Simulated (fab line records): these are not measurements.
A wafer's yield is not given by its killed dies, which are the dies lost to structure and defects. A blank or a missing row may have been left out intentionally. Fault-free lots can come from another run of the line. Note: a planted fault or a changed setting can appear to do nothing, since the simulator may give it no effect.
A lot that was struck, set against a sound lot :: flow n5 finfet :: 18 out of 1938 route steps
Sound: these wafers, L896.1, L896.5, L896.6. The struck wafers were L902.2, L902.4, L902.5. Last of all comes the cause.
Per side, at each step with rows, come the tool, then ch with its chambers, and then its first start. Under that, the readings that differ: sound wafers :: struck wafers :: difference of the means :: sigmas: that difference in standard deviations of wafers without a fault.
alike: same words and numbers on both sides, and readings whose means sit less than 2 such deviations apart. not compared: any withheld reading, any reading some wafer has no value for, any bound like >300 that may hide the same value, and any number with overlapping values for which the record gives no deviation.
A row with sigmas, a row that says differs or no value, or rows on one side alone: a step with any of these is where the two part. Non-overlapping numbers with no deviation appear without sigmas and do not part them. Lack of a reading on every wafer of one side parts them only where that side has two or more wafers.

N5_ILD0_THK_MEAS_08:
  sound: film metro-02 at day 3 17:28; struck: film metro-02 at day 5 07:41
  alike: thk nm
then, 1 step without rows for these wafers: N5_ILD0_PRECLEAN_10 (cleans in NF3:NH3, afs cycles 5, time 20 s, sublimation time 60 s).
N5_ILD0_ALD_15: deposits SiNx, target thk 24 nm, pulse time 1 s, ald cycles 480.
  sound on ald sin-03 ch 0,1,2, day 3 18:38; struck on ald sin-02 ch 0,2, day 5 08:24
  alike: heater power outer w, heater power w, precursor pulse height rel
N5_ILD0_CMP_12: polishes SiNx, stops on poly-Si, t overpolish 6 s, target thk 17.67 nm.
  sound on cmp-02 ch 0,1,2, day 3 20:57; struck on cmp-03 ch 0,1,3, day 5 10:38
  alike: motor current A, overpolish run s, slurry filter dp kPa, time to endpoint s
N5_ILD0_THK_MEAS_13:
  sound: film metro-01 at day 3 21:08; struck: film metro-01 at day 5 10:53
  alike: thk nm
N5_ILD0_INSPECT_06: inspects for defects (darkfield).
  sound: defect inspect-01 at day 3 21:09; struck: defect inspect-01 at day 5 10:55
  alike: raw defect count
N5_SDB_HM_DEP_00: deposits SiNx from SiH4/NH3/N2, target thk 40 nm, time 35.3 s.
  sound on pecvd-01 ch 0,1,2, day 3 21:11; struck on pecvd-01 ch 0,1,2, day 5 10:58
  alike: heater power outer w, heater power w, showerhead plenum p Torr, throttle valve pct
then, 5 steps without rows for these wafers: N5_SDB_COAT_03 (time 60 s, resist thk 100 nm); N5_SDB_COAT_04 (time 60 s, resist thk 18 nm); N5_SDB_COAT_05 (resist thk 90 nm); N5_SDB_EBR_07; N5_SDB_SOFTBAKE_06 (time 60 s).
N5_SDB_EXPOSE_08: exposes mask SDB.
  sound on arfi scanner-02 ch 0, day 3 21:31; struck on arfi scanner-01 ch 0, day 5 11:10
reading: exposure dose mJ cm2
sound: 49.49 49.50 49.49
struck: 47.84 47.85 47.81
difference: -1.66
sigmas: -31
  alike: mask, reticle temp C
then, 2 steps without rows for these wafers: N5_SDB_PEB_09 (peb time 60 s); N5_SDB_DEVELOP_10 (develop time 30 s).
N5_SDB_CD_MEAS_11: the cd target is 50 nm.
  sound on cd sem-03 ch 0, day 3 21:38; struck on cd sem-03 ch 0, day 5 11:17
reading: cd nm (nm)
sound: 50.9 51.7 51.0
struck: 45.4 46.6 46.5
difference: -5.0
sigmas: -5
N5_SDB_OVL_MEAS_12:
  sound on overlay-02 ch 0, day 3 21:40; struck on overlay-02 ch 0, day 5 11:19
  alike: SDB_OVL
-- the record jumps here: 9 days lie between the struck wafers' starts before and after (it left off in module SDB and takes up again in module PASSIVATION, whose first step shown is number 1936 of the route) --
N5_PASSIVATION_PROBE_49:
  sound: prober-02 at day 12 19:47; struck: prober-02 at day 14 09:44
reading: killed_at_M4_up
sound: 10 5 4
struck: 21 10 18
difference: +10
sigmas: +2

reading: killed dies
sound: 93 95 82
struck: 134 120 134
difference: +39
sigmas: +2
  alike: killed_at_M0_to_M3, killed at contacts, killed at front end, killed at other, killed on rim, killed open, killed short

== WHERE THEY PART ==
Earliest at N5_SDB_EXPOSE_08; latest, in this record, at N5_PASSIVATION_PROBE_49.

WHY: what the simulator had put in
Process parameter drift: arfi scanner-01, from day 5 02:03 on, at N5_SDB_EXPOSE_08. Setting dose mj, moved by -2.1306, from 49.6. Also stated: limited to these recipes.
